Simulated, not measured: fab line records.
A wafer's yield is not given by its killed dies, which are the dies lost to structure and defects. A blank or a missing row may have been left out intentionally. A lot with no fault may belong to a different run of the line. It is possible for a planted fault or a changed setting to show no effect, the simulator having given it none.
A single fault, viewed from 2 desks + flow nandHarc + each desk has only its own numbers; what lay behind them comes last

DESK OF THE TOOL OWNER: lithoTrack-04
Per lot that ran on this tool, the mean of the sampled wafers carrying a number, from the tool's own readings at NHARC_A_CHANNEL_HOLE_D1_SOFTBAKE_05 (time 55 s). If a lot's mean is further than 4 standard deviations from the usual mean, the lot is out of limits and carries the mark OUT (the distance appears in the brackets).
Columns: A = exhaustPa at NHARC_A_CHANNEL_HOLE_D1_SOFTBAKE_05, usual 44.9 Pa; B = heaterPowerTotalW at NHARC_A_CHANNEL_HOLE_D1_SOFTBAKE_05, usual 188.45 W; C = plateTempC at NHARC_A_CHANNEL_HOLE_D1_SOFTBAKE_05, usual 105.00 C
| lot  | first seen here | A    | B                | C                |
|------|-----------------|------|------------------|------------------|
| L941 | day 9 11:00     | 44.2 | 188.35           | 104.91           |
| L950 | day 11 10:00    | 44.7 | 194.30 (+42) OUT | 107.47 (+19) OUT |
| L947 | day 11 14:00    | 45.1 | 194.29 (+42) OUT | 107.47 (+19) OUT |
This desk's verdict: out of limits on L947, L950, starting with L950 at day 11 10:00 (heaterPowerTotalW at NHARC_A_CHANNEL_HOLE_D1_SOFTBAKE_05). Within limits: L941.

METROLOGY DESK
What the gauges read for every lot (on any tool): the sampled wafers with a number, averaged. If a lot's mean is further than 4 standard deviations from the usual mean, the lot is out of limits and carries the mark OUT (the distance appears in the brackets).
Columns: A = thkNm at NHARC_A_ONON_D1_THK_MEAS_18, usual 996 nm; B = thkNm at NHARC_A_ONON_D1_THK_MEAS_24, usual 1003 nm
| lot  | first seen here | A    | B    |
|------|-----------------|------|------|
| L936 | day 7 11:27     | 997  | 982  |
| L938 | day 8 00:12     | 991  | 1002 |
| L937 | day 8 00:13     | 1013 | 1018 |
| L939 | day 8 17:56     | 1003 | 1002 |
| L940 | day 8 17:57     | 999  | 1008 |
| L941 | day 9 06:08     | 1006 | 1008 |
| L942 | day 9 12:11     | 990  | 1005 |
| L950 | day 11 04:52    | 1006 | 1002 |
| L947 | day 11 09:45    | 991  | 1002 |
| L951 | day 11 14:46    | 988  | 988  |
| L954 | day 12 06:25    | 993  | 1004 |
| L952 | day 12 06:25    | 1007 | 983  |
| L955 | day 12 11:02    | 996  | 992  |
| L958 | day 13 05:57    | 988  | 999  |
This desk found nothing out of limits on any of the 14 lots.

BROUGHT TOGETHER
An alarm could have come from the tool owner's desk at day 11 10:00, on L947, L950.
At the metrology desk, nothing out of limits was observed.
The metrology desk has L947, L950 on record, within its limits.
Every lot named ran NHARC_A_CHANNEL_HOLE_D1_SOFTBAKE_05 on lithoTrack-04.

WHAT THE SIMULATOR HAD PUT IN
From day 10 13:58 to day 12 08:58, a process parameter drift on lithoTrack-04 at NHARC_A_CHANNEL_HOLE_D1_SOFTBAKE_05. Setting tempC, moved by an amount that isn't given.
Lots struck among those shown: L947, L950.
How many hours passed from the start of the fault until each desk's first out-of-limits reading: the tool owner's desk, 20.
